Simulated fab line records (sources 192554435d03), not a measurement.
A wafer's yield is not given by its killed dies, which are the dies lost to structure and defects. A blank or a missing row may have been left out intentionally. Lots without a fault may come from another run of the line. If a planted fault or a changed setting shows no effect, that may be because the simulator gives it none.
Chamber matching :: flow n5 finfet :: N5_BEOL_M6_DESCUM_16 on rie diel-02 has 4 sister chambers
The step chemistry O2, time 7.9 s. 16 wafers are shown with their chamber, then 8 later ones without.

== WAFERS PAIRED WITH THEIR CHAMBERS ==
wafer: L074.2
chamber: 1
drypump motor current A (A): 4.7
showerhead plenum p Torr (Torr): 2.11
throttle valve pct (%): 20.63

wafer: L074.3
chamber: 2
drypump motor current A (A): 5.5
showerhead plenum p Torr (Torr): 2.09
throttle valve pct (%): 20.39

wafer: L074.4
chamber: 3
drypump motor current A (A): 5.1
showerhead plenum p Torr (Torr): 2.16
throttle valve pct (%): 20.31

wafer: L075.4
chamber: 3
drypump motor current A (A): 5.1
showerhead plenum p Torr (Torr): 2.16
throttle valve pct (%): 20.33

wafer: L075.5
chamber: 2
drypump motor current A (A): 5.5
showerhead plenum p Torr (Torr): 2.08
throttle valve pct (%): 20.40

wafer: L075.6
chamber: 3
drypump motor current A (A): 5.1
showerhead plenum p Torr (Torr): 2.16
throttle valve pct (%): 20.31

wafer: L079.2
chamber: 0
drypump motor current A (A): 5.7
showerhead plenum p Torr (Torr): 2.15
throttle valve pct (%): 20.91

wafer: L079.5
chamber: 0
drypump motor current A (A): 5.7
showerhead plenum p Torr (Torr): 2.15
throttle valve pct (%): 20.88

wafer: L079.6
chamber: 3
drypump motor current A (A): 5.1
showerhead plenum p Torr (Torr): 2.16
throttle valve pct (%): 20.34

wafer: L089.3
chamber: 1
drypump motor current A (A): 4.7
showerhead plenum p Torr (Torr): 2.10
throttle valve pct (%): 20.69

wafer: L089.4
chamber: 3
drypump motor current A (A): 5.1
showerhead plenum p Torr (Torr): 2.15
throttle valve pct (%): 20.36

wafer: L089.5
chamber: 2
drypump motor current A (A): 5.5
showerhead plenum p Torr (Torr): 2.07
throttle valve pct (%): 20.44

wafer: L092.2
chamber: 1
drypump motor current A (A): 4.7
showerhead plenum p Torr (Torr): 2.09
throttle valve pct (%): 20.71

wafer: L092.5
chamber: 1
drypump motor current A (A): 4.7
showerhead plenum p Torr (Torr): 2.10
throttle valve pct (%): 20.67

wafer: L092.6
chamber: 0
drypump motor current A (A): 5.6
showerhead plenum p Torr (Torr): 2.14
throttle valve pct (%): 20.53

wafer: L091.1
chamber: 3
drypump motor current A (A): 5.1
showerhead plenum p Torr (Torr): 2.15
throttle valve pct (%): 20.39

SIGNATURES (averages over the wafers above)
reading: drypump motor current A
chamber 0: 5.667
chamber 1: 4.700
chamber 2: 5.500
chamber 3: 5.100
scatter within a chamber: 0.0236

reading: showerhead plenum p Torr
chamber 0: 2.1467
chamber 1: 2.1000
chamber 2: 2.0800
chamber 3: 2.1567
scatter within a chamber: 0.00707

reading: throttle valve pct
chamber 0: 20.7733
chamber 1: 20.6750
chamber 2: 20.4100
chamber 3: 20.3400
scatter within a chamber: 0.0908
Rule: for a wafer and a chamber, the distance is found by dividing, reading by reading, the gap between the wafer's reading and the chamber's mean by the reading's scatter, squaring, summing and taking the root. If the next closest chamber is less than 2 further off than the closest, the wafer can't be placed; otherwise it belongs to the closest. The scatter: take each reading less its chamber's mean, square it, sum over the shown wafers, divide by the number of wafers less the number of chambers, and take the root.

== WAFERS WHOSE CHAMBER IS MISSING ==
wafer: L091.3
drypump motor current A (A): 4.7
showerhead plenum p Torr (Torr): 2.09
throttle valve pct (%): 20.71

wafer: L091.6
drypump motor current A (A): 5.7
showerhead plenum p Torr (Torr): 2.14
throttle valve pct (%): 20.55

wafer: L094.1
drypump motor current A (A): 4.7
showerhead plenum p Torr (Torr): 2.09
throttle valve pct (%): 20.72

wafer: L094.2
drypump motor current A (A): 5.7
showerhead plenum p Torr (Torr): 2.14
throttle valve pct (%): 20.55

wafer: L094.3
drypump motor current A (A): 5.1
showerhead plenum p Torr (Torr): 2.15
throttle valve pct (%): 20.40

wafer: L097.1
drypump motor current A (A): 5.1
showerhead plenum p Torr (Torr): 2.14
throttle valve pct (%): 20.41

wafer: L097.3
drypump motor current A (A): 5.5
showerhead plenum p Torr (Torr): 2.07
throttle valve pct (%): 20.48

wafer: L097.6
drypump motor current A (A): 4.7
showerhead plenum p Torr (Torr): 2.09
throttle valve pct (%): 20.72

== THE CHAMBER EACH PASSED THROUGH ==
wafer: L091.3
from the rows above: 1
in truth: 1

wafer: L091.6
from the rows above: 0
in truth: 0

wafer: L094.1
from the rows above: 1
in truth: 1

wafer: L094.2
from the rows above: 0
in truth: 0

wafer: L094.3
from the rows above: 3
in truth: 3

wafer: L097.1
from the rows above: 3
in truth: 3

wafer: L097.3
from the rows above: 2
in truth: 2

wafer: L097.6
from the rows above: 1
in truth: 1
Placed correctly: 8 of 8. Not placeable from these rows: 0. 0 placed wrongly.
